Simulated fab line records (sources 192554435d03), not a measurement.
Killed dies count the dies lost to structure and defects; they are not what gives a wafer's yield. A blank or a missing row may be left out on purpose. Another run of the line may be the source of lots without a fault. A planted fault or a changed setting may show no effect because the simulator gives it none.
Which of the tools did it? | flow n5 finfet | 24 lots, 72 wafers sampled, at 4 steps of a route of 1938

WHAT THE GAUGES SHOWED, per wafer
N5_BEOL_M12_RS_MEAS_54: measures by four-point-probe. Usual: M12_RS gives 0.0602 ohm/sq (standard deviation 0.00081).
lot  | measured     | on            | M12_RS (ohm/sq)      | flag
L074 | day 10 19:53 | film metro-01 | 0.0611 0.0594 0.0599 |
L075 | day 11 12:12 | film metro-02 | 0.0598 0.0607 0.0604 |
L076 | day 11 18:47 | film metro-01 | 0.0607 0.0594 0.0603 |
L077 | day 11 20:31 | film metro-01 | 0.0594 0.0608 0.0596 |
L078 | day 11 21:22 | film metro-02 | 0.0602 0.0595 0.0608 |
L081 | day 13 09:40 | film metro-01 | 0.0606 0.0604 0.0610 |
L080 | day 13 09:43 | film metro-01 | 0.0596 0.0596 0.0596 |
L082 | day 13 10:11 | film metro-01 | 0.0591 0.0613 0.0618 |
L083 | day 13 21:25 | film metro-01 | 0.0607 0.0601 0.0608 |
L084 | day 14 00:19 | film metro-01 | 0.0595 0.0605 0.0600 |
L079 | day 14 13:50 | film metro-02 | 0.0587 0.0597 0.0585 |
L085 | day 14 23:05 | film metro-02 | 0.0600 0.0604 0.0597 |
L087 | day 15 02:38 | film metro-01 | 0.0614 0.0608 0.0611 |
L086 | day 15 08:16 | film metro-02 | 0.0590 0.0618 0.0609 |
L088 | day 15 19:08 | film metro-02 | 0.0613 0.0591 0.0604 |
L089 | day 15 19:43 | film metro-01 | 0.0594 0.0593 0.0597 |
L090 | day 16 01:57 | film metro-02 | 0.0614 0.0604 0.0615 |
L093 | day 16 07:49 | film metro-02 | 0.0601 0.0606 0.0597 |
L091 | day 16 10:34 | film metro-01 | 0.0607 0.0610 0.0594 |
L096 | day 17 08:50 | film metro-02 | 0.0601 0.0610 0.0608 |
L092 | day 17 09:19 | film metro-02 | 0.0586 0.0609 0.0612 |
L094 | day 17 12:28 | film metro-01 | 0.0599 0.0584 0.0595 |
L095 | day 17 15:19 | film metro-01 | 0.0607 0.0613 0.0591 |
L097 | day 17 17:03 | film metro-02 | 0.0610 0.0604 0.0607 |

WHAT TOOL EACH LOT RAN ON (gives the tool, then ch and the chambers of the sampled wafers, and finally the start)
lot  | N5_BEOL_M12_DEGAS_41         | N5_BEOL_M12_PRE_CLEAN_42     | N5_BEOL_M12_SPUTTER_45
L074 | pvd sputter-01, day 10 18:29 | pvd sputter-01, day 10 18:32 | pvd sputter-01, day 10 18:44
L075 | pvd sputter-02, day 11 10:50 | pvd sputter-02, day 11 10:52 | pvd sputter-02, day 11 11:04
L076 | pvd sputter-01, day 11 17:34 | pvd sputter-01, day 11 17:37 | pvd sputter-01, day 11 17:49
L077 | pvd sputter-01, day 11 19:15 | pvd sputter-01, day 11 19:17 | pvd sputter-01, day 11 19:29
L078 | pvd sputter-03, day 11 20:08 | pvd sputter-03, day 11 20:11 | pvd sputter-03, day 11 20:23
L081 | pvd sputter-02, day 13 07:50 | pvd sputter-02, day 13 07:52 | pvd sputter-02, day 13 08:04
L080 | pvd sputter-01, day 13 08:04 | pvd sputter-01, day 13 08:06 | pvd sputter-01, day 13 08:18
L082 | pvd sputter-03, day 13 08:47 | pvd sputter-03, day 13 08:49 | pvd sputter-03, day 13 09:01
L083 | pvd sputter-02, day 13 19:56 | pvd sputter-02, day 13 19:59 | pvd sputter-02, day 13 20:11
L084 | pvd sputter-01, day 13 22:58 | pvd sputter-01, day 13 23:01 | pvd sputter-01, day 13 23:13
L079 | pvd sputter-02, day 14 12:37 | pvd sputter-02, day 14 12:39 | pvd sputter-02, day 14 12:51
L085 | pvd sputter-02, day 14 21:08 | pvd sputter-02, day 14 21:10 | pvd sputter-02, day 14 21:22
L087 | pvd sputter-02, day 15 01:25 | pvd sputter-02, day 15 01:27 | pvd sputter-02, day 15 01:39
L086 | pvd sputter-02, day 15 07:03 | pvd sputter-02, day 15 07:05 | pvd sputter-02, day 15 07:17
L088 | pvd sputter-02, day 15 17:55 | pvd sputter-02, day 15 17:58 | pvd sputter-02, day 15 18:10
L089 | pvd sputter-02, day 15 18:29 | pvd sputter-02, day 15 18:31 | pvd sputter-02, day 15 18:43
L090 | pvd sputter-03, day 16 00:44 | pvd sputter-03, day 16 00:46 | pvd sputter-03, day 16 00:58
L093 | pvd sputter-02, day 16 06:25 | pvd sputter-02, day 16 06:27 | pvd sputter-02, day 16 06:39
L091 | pvd sputter-02, day 16 09:21 | pvd sputter-02, day 16 09:23 | pvd sputter-02, day 16 09:35
L096 | pvd sputter-03, day 17 07:33 | pvd sputter-03, day 17 07:35 | pvd sputter-03, day 17 07:47
L092 | pvd sputter-01, day 17 08:06 | pvd sputter-01, day 17 08:08 | pvd sputter-01, day 17 08:20
L094 | pvd sputter-01, day 17 11:14 | pvd sputter-01, day 17 11:17 | pvd sputter-01, day 17 11:29
L095 | pvd sputter-01, day 17 13:50 | pvd sputter-01, day 17 13:53 | pvd sputter-01, day 17 14:07
L097 | pvd sputter-02, day 17 15:35 | pvd sputter-02, day 17 15:38 | pvd sputter-02, day 17 15:50
- N5_BEOL_M12_DEGAS_41: time 60 s.
- N5_BEOL_M12_PRE_CLEAN_42: time 30 s.
- N5_BEOL_M12_SPUTTER_45: material Cu, target thk 80 nm, time 13.33 s.

AS READ BY THE TOOLS THEMSELVES (means over the sampled wafers that have a number; for cases with no such wafer, the mark the record gives instead)
N5_BEOL_M12_DEGAS_41. Usual: heater power w at 326 W, with a standard deviation of 27.
lot  | tool           | heater power w (W) | flag
L074 | pvd sputter-01 | 328                |
L075 | pvd sputter-02 | 312                |
L076 | pvd sputter-01 | 340                |
L077 | pvd sputter-01 | 322                |
L078 | pvd sputter-03 | 333                |
L081 | pvd sputter-02 | 326                |
L080 | pvd sputter-01 | 328                |
L082 | pvd sputter-03 | 322                |
L083 | pvd sputter-02 | 302                |
L084 | pvd sputter-01 | 326                |
L079 | pvd sputter-02 | 321                |
L085 | pvd sputter-02 | 327                |
L087 | pvd sputter-02 | 314                |
L086 | pvd sputter-02 | 318                |
L088 | pvd sputter-02 | 319                |
L089 | pvd sputter-02 | 316                |
L090 | pvd sputter-03 | 360                |
L093 | pvd sputter-02 | 315                |
L091 | pvd sputter-02 | 305                |
L096 | pvd sputter-03 | 338                |
L092 | pvd sputter-01 | 330                |
L094 | pvd sputter-01 | 332                |
L095 | pvd sputter-01 | 332                |
L097 | pvd sputter-02 | 315                |

N5_BEOL_M12_PRE_CLEAN_42. Usual: heater power w at 327 W, with a standard deviation of 27.
lot  | tool           | heater power w (W) | flag
L074 | pvd sputter-01 | 330                |
L075 | pvd sputter-02 | 311                |
L076 | pvd sputter-01 | 340                |
L077 | pvd sputter-01 | 328                |
L078 | pvd sputter-03 | 339                |
L081 | pvd sputter-02 | 325                |
L080 | pvd sputter-01 | 332                |
L082 | pvd sputter-03 | 321                |
L083 | pvd sputter-02 | 305                |
L084 | pvd sputter-01 | 327                |
L079 | pvd sputter-02 | 317                |
L085 | pvd sputter-02 | 331                |
L087 | pvd sputter-02 | 317                |
L086 | pvd sputter-02 | 315                |
L088 | pvd sputter-02 | 315                |
L089 | pvd sputter-02 | 314                |
L090 | pvd sputter-03 | 352                |
L093 | pvd sputter-02 | 316                |
L091 | pvd sputter-02 | 301                |
L096 | pvd sputter-03 | 346                |
L092 | pvd sputter-01 | 332                |
L094 | pvd sputter-01 | 325                |
L095 | pvd sputter-01 | 336                |
L097 | pvd sputter-02 | 316                |

N5_BEOL_M12_SPUTTER_45. Usual: chuck gas flow sccm 1.27 sccm, standard deviation 0.053; throttle valve pct 30.2 %, standard deviation 0.91.
lot  | tool           | chuck gas flow sccm (sccm) | throttle valve pct (%) | flag
L074 | pvd sputter-01 | 1.31                       | 29.8                   |
L075 | pvd sputter-02 | 1.24                       | 30.9                   |
L076 | pvd sputter-01 | 1.28                       | 30.4                   |
L077 | pvd sputter-01 | 1.31                       | 29.3                   |
L078 | pvd sputter-03 | 1.24                       | 29.8                   |
L081 | pvd sputter-02 | 1.28                       | 30.2                   |
L080 | pvd sputter-01 | 1.23                       | 30.5                   |
L082 | pvd sputter-03 | 1.33                       | 29.4                   |
L083 | pvd sputter-02 | 1.27                       | 30.4                   |
L084 | pvd sputter-01 | 1.31                       | 30.2                   |
L079 | pvd sputter-02 | 1.32                       | 30.0                   |
L085 | pvd sputter-02 | 1.27                       | 30.4                   |
L087 | pvd sputter-02 | 1.27                       | 30.1                   |
L086 | pvd sputter-02 | 1.25                       | 30.0                   |
L088 | pvd sputter-02 | 1.26                       | 30.0                   |
L089 | pvd sputter-02 | 1.22                       | 30.8                   |
L090 | pvd sputter-03 | 1.29                       | 29.6                   |
L093 | pvd sputter-02 | 1.30                       | 30.8                   |
L091 | pvd sputter-02 | 1.30                       | 30.3                   |
L096 | pvd sputter-03 | 1.21                       | 30.0                   |
L092 | pvd sputter-01 | 1.21                       | 30.6                   |
L094 | pvd sputter-01 | 1.23                       | 29.8                   |
L095 | pvd sputter-01 | 1.24                       | 29.5                   |
L097 | pvd sputter-02 | 1.27                       | 30.8                   |

THE ANSWER, worked out from the rows above alone
Rule: a lot counts as off when the mean over its wafers that have a number is more than 3 standard deviations away from the usual mean. Also off: a lot with no number at a reading for which 4 or more lots have one. All remaining lots with rows at the step are treated as sound. Order of review: gauges by route order, followed by the tools' own readings, for which a lot's mean as printed above is used. The first step at which some lot is off is used, and at that step the reading that is off furthest; a lot without a number counts as furthest.
No lot is off at any reading shown: from this, nothing can be told.

WHAT THE SIMULATOR HAD INSERTED
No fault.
